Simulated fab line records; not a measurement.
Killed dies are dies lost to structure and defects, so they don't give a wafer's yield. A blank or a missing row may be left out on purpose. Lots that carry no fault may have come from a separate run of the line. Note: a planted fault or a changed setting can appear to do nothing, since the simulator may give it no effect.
Struck lot and sound lot, side by side / flow n5 finfet / 33 steps out of a route of 1938
Sound: these wafers, L149.1, L149.2, L149.6. The struck wafers were L160.1, L160.2, L160.4. The cause comes at the end.
At each step with rows: each side's tool, then ch and its chambers, then its first start. Under that, the readings that differ: sound wafers / struck wafers / difference of the means / sigmas: that difference in standard deviations of wafers without a fault.
alike: readings whose means differ by less than 2 such deviations, and words and numbers that are the same on both sides. not compared: withheld readings, readings that some wafer has no value for, bounds like >300 that may hide the same value, and numbers for which the record gives no deviation and whose values overlap.
A row with sigmas, a row that says differs or no value, or rows on one side alone: a step with any of these is where the two part. Non-overlapping numbers with no deviation appear without sigmas and do not part them. A reading that every wafer of one side lacks parts them only if that side has two wafers or more.

N5_BEOL_M14_PRE_CLEAN_42: time 30 s.
  sound on pvd sputter-01 at day 14 01:55; struck on pvd sputter-01 at day 17 03:10
  alike: heater power w, susceptor temp C
then, 1 step without rows for these wafers: N5_BEOL_M14_SPUTTER_43 (material TaN, target thk 15 nm, time 24.19 s).
N5_BEOL_M14_SPUTTER_44: material Ta, target thk 15 nm, time 24.19 s.
  sound on pvd sputter-01 at day 14 02:02; struck on pvd sputter-01 at day 17 03:17
  alike: bias v, cathode dc power W, substrate temp c, susceptor temp C, throttle valve pct
then, 4 steps without rows for these wafers: N5_BEOL_M14_SPUTTER_45 (material Cu, target thk 100 nm, time 16.67 s); N5_BEOL_M14_ECD_47 (material Cu, target thk 1248 nm); N5_BEOL_M14_ANNEAL_48 (time 90 s); N5_BEOL_M14_CMP_49 (polishes, stops on SiO2, t overpolish 5.2 s, target thk 560 nm).
N5_BEOL_M14_THK_MEAS_50: measures by xrf.
  sound on film metro-02 at day 14 03:05; struck on film metro-02 at day 17 04:16
  alike: M14_THK
then, 2 steps without rows for these wafers: N5_BEOL_M14_PRE_CLEAN_52 (time 15 s); N5_BEOL_M14_DEP_53 (deposits SiCN from 3MS/NH3, target thk 50 nm, time 17.8 s).
N5_BEOL_M14_RS_MEAS_54: measurement is done with a four-point probe.
  sound on film metro-01 at day 14 03:14; struck on film metro-02 at day 17 04:23
  alike: M14_RS
N5_BEOL_M14_INSPECT_55: inspects for defects (darkfield).
  sound on defect inspect-02 at day 14 03:16; struck on defect inspect-02 at day 17 04:25
  alike: raw defect count
N5_BEOL_M15_ILD_DEP_00: deposits SiO2 from TEOS/O2, target thk 1629.3 nm, time 346.1 s.
  sound on pecvd-03 ch 0,1,2, day 14 03:19; struck on pecvd-03 ch 0,1,2, day 17 04:27
  no value came back on the struck wafers for any of 7 readings (chamber pressure Torr (Torr), heater power outer w (W) and others); on the sound wafers chamber pressure Torr (Torr) reads 6.514 6.511 6.497
then, 8 steps without rows for these wafers: N5_BEOL_M15_COAT_58 (time 60 s, resist thk 89 nm); N5_BEOL_M15_COAT_04 (resist thk 800 nm); N5_BEOL_M15_EBR_06; N5_BEOL_M15_SOFTBAKE_05 (time 60 s); N5_BEOL_M15_EXPOSE_07 (exposes mask V14); N5_BEOL_M15_PEB_08 (peb time 90 s); N5_BEOL_M15_DEVELOP_09 (develop time 45 s); N5_BEOL_M15_HARDBAKE_14 (time 120 s).
N5_BEOL_M15_CD_MEAS_10: target cd 360 nm.
  sound on cd sem-02 ch 0, day 14 03:59; struck on cd sem-03 ch 0, day 17 05:00
  alike: cd nm
N5_BEOL_M15_OVL_MEAS_11:
  sound on overlay-02 ch 0, day 14 04:02; struck on overlay-01 ch 0, day 17 05:02
  alike: V14_OVL
N5_BEOL_M15_INSPECT_12: inspects for defects (macro).
  sound on defect inspect-01 at day 14 04:03; struck on defect inspect-02 at day 17 05:04
  alike: raw defect count
N5_BEOL_M15_DESCUM_15: chemistry O2, time 7.9 s.
  sound on rie diel-05 ch 0,1, day 14 04:05; struck on rie diel-01 ch 0,1,2, day 17 05:05
reading=throttle valve pct (%); sound=20.79 20.78 20.78; struck=20.37 20.23 20.48; difference=-0.42; sigmas=-2
  alike: chamber pressure mTorr, drypump motor current A, oes product au, rf vpp V, showerhead plenum p Torr
  not compared: rf hours counter h
N5_BEOL_M15_ETCH_59: etches BARC in N2/H2, target depth 89 nm, overetch 26.7 nm, time 67.9 s.
  sound on rie diel-05 ch 0,1, day 14 04:07; struck on rie diel-01 ch 0,1,2, day 17 05:08
reading=throttle valve pct (%); sound=18.20 18.22 18.20; struck=17.82 17.52 18.13; difference=-0.38; sigmas=-2
  alike: bias w, chamber pressure mTorr, drypump motor current A, oes product au, rf vpp V, showerhead plenum p Torr
  not compared: rf hours counter h
N5_BEOL_M15_VIA_ETCH_16: etches SiO2 in C4F8/O2/Ar, target depth 1792.2 nm.
  sound on rie diel-05 ch 0,1, day 14 04:10; struck on rie diel-01 ch 0,1,2, day 17 05:11
reading=oes product au (a.u.); sound=0.62 0.75 0.62; struck=0.30 0.36 0.31; difference=-0.34; sigmas=-5
reading=throttle valve pct (%); sound=31.02 31.29 31.02; struck=29.94 29.62 30.48; difference=-1.10; sigmas=-4
reading=model.etch.depth nm (nm); sound=1600 1577 1569; struck=0 0 0; difference=-1582; sigmas=
reading=model.coat_of_BEOL_M15_COAT_04.thk nm (nm); sound=342.2 336.6 347.2; struck=709.4 703.8 708.6; difference=+365.3; sigmas=
  alike: bias w, chamber pressure mTorr, drypump motor current A, rf vpp V, showerhead plenum p Torr
then, 1 step without rows for these wafers: N5_BEOL_M15_STRIP_63 (strips in O2).
N5_BEOL_M15_STRIP_64: strips in O2.
  sound: rie diel-05 ch 0,1; struck: rie diel-01 ch 0,1,2
reading=chamber pressure mTorr (mTorr); sound=30.017 30.069 30.000; struck=29.954 30.014 29.929; difference=-0.063; sigmas=-2
reading=throttle valve pct (%); sound=17.00 16.96 17.01; struck=16.62 16.41 16.72; difference=-0.41; sigmas=-2
  alike: drypump motor current A, oes product au, rf vpp V, showerhead plenum p Torr
  not compared: rf hours counter h
then, 2 steps without rows for these wafers: N5_BEOL_M15_STRIP_65 (strips in post etch residue remover, time 60 s); N5_BEOL_M15_SRD_66 (time 30 s, dry time 30 s).
N5_BEOL_M15_CD_MEAS_17: target cd 360 nm.
  sound on cd sem-02 at day 14 04:35; struck on cd sem-02 at day 17 05:35
reading=cd nm (nm); sound=362.2 361.1 362.5; struck=- - -; difference=no value on the struck wafers; sigmas=
then, 1 step without rows for these wafers: N5_BEOL_M15_COAT_56 (time 60 s, resist thk 550 nm).

## WHERE THEY PART
At N5_BEOL_M15_ILD_DEP_00 first; at N5_BEOL_M15_CD_MEAS_17 last (within this record only).

WHY: the cause the simulator had injected
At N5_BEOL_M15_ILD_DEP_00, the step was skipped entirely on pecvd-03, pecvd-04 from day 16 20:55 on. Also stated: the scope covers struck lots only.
